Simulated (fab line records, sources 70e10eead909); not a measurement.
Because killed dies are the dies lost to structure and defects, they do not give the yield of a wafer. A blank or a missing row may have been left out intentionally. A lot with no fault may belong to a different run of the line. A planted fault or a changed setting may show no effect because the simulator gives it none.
Chamber matching + flow nand-harc + NHARC_A_CHANNEL_FILL_D2_CMP_10 on cmp-04 has 4 sister chambers
The step polishes, target thk 150 nm. 27 wafers are shown with their chamber, then 12 later ones without.

WAFERS WITH THEIR CHAMBER
| wafer  | chamber | motor-current-A (A) | time-to-endpoint-s (s) |
|--------|---------|---------------------|------------------------|
| L077.3 | 1       | 12.9                | 16.6                   |
| L077.5 | 0       | 11.4                | 16.4                   |
| L077.6 | 3       | 11.6                | 18.7                   |
| L074.1 | 3       | 11.3                | 14.9                   |
| L074.5 | 3       | 11.5                | 17.0                   |
| L074.6 | 2       | 11.8                | 19.2                   |
| L075.1 | 2       | 12.2                | 15.5                   |
| L075.2 | 0       | 11.4                | 13.5                   |
| L075.3 | 1       | 12.8                | 13.1                   |
| L075.4 | 3       | 11.6                | 16.8                   |
| L075.5 | 0       | 11.5                | 16.2                   |
| L075.6 | 1       | 12.8                | 12.8                   |
| L083.1 | 3       | 12.1                | 17.7                   |
| L083.3 | 2       | 11.7                | 18.0                   |
| L083.4 | 0       | 11.8                | 16.7                   |
| L084.1 | 1       | 13.0                | 14.5                   |
| L084.2 | 0       | 11.8                | 13.5                   |
| L084.3 | 2       | 11.1                | 17.1                   |
| L087.3 | 1       | 12.9                | 15.6                   |
| L087.4 | 0       | 11.9                | 15.8                   |
| L087.5 | 1       | 12.7                | 12.2                   |
| L088.1 | 1       | 12.4                | 14.8                   |
| L088.3 | 3       | 11.6                | 11.5                   |
| L088.4 | 0       | 11.6                | 14.3                   |
| L088.2 | 2       | 12.2                | 15.9                   |
| L088.5 | 2       | 11.9                | 17.2                   |
| L088.6 | 1       | 12.5                | 14.8                   |

SIGNATURES (means of the wafers above)
| reading            | chamber 0 | chamber 1 | chamber 2 | chamber 3 | scatter within a chamber |
|--------------------|-----------|-----------|-----------|-----------|--------------------------|
| motor-current-A    | 11.629    | 12.750    | 11.817    | 11.617    | 0.274                    |
| time-to-endpoint-s | 15.200    | 14.300    | 17.150    | 16.100    | 1.74                     |
Rule: distance of a wafer from a chamber = root of the sum over the readings of ((wafer's reading minus chamber's mean) / reading's scatter) squared. If the next closest chamber is less than 2 further off than the closest, the wafer can't be placed; otherwise it belongs to the closest. The scatter: the root of (the sum of the squares of (reading less its chamber's mean) over the shown wafers, divided by (wafers less chambers)).

WAFERS MISSING THEIR CHAMBER
| wafer  | motor-current-A (A) | time-to-endpoint-s (s) |
|--------|---------------------|------------------------|
| L091.2 | 11.4                | 16.4                   |
| L091.3 | 10.9                | 15.8                   |
| L091.4 | 12.1                | 19.4                   |
| L092.1 | 12.2                | 12.3                   |
| L092.3 | 11.8                | 15.5                   |
| L092.6 | 11.7                | 16.1                   |
| L097.1 | 11.2                | 18.9                   |
| L097.2 | 13.1                | 17.1                   |
| L097.6 | 12.5                | 15.3                   |
| L097.3 | 11.3                | 15.0                   |
| L097.4 | 11.2                | 16.2                   |
| L097.5 | 11.3                | 17.7                   |

THE CHAMBER EACH PASSED THROUGH
| wafer  | from the rows above               | in truth |
|--------|-----------------------------------|----------|
| L091.2 | can't be placed: 3 or 0 or 2      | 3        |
| L091.3 | can't be placed: 3 or 0 or 2      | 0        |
| L091.4 | can't be placed: 2 or 3 or 0      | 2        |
| L092.1 | can't be placed: 1 or 0 or 3 or 2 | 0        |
| L092.3 | can't be placed: 0 or 3 or 2      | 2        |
| L092.6 | can't be placed: 3 or 0 or 2      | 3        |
| L097.1 | can't be placed: 3 or 2 or 0      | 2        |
| L097.2 | 1                                 | 1        |
| L097.6 | can't be placed: 1 or 2           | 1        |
| L097.3 | can't be placed: 0 or 3 or 2      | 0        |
| L097.4 | can't be placed: 3 or 0 or 2      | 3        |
| L097.5 | can't be placed: 3 or 0 or 2      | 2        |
Placed correctly: 1 of 12. From these rows, 11 cannot be placed; in 11 the true chamber is one of the candidates. Placed wrongly: 0.
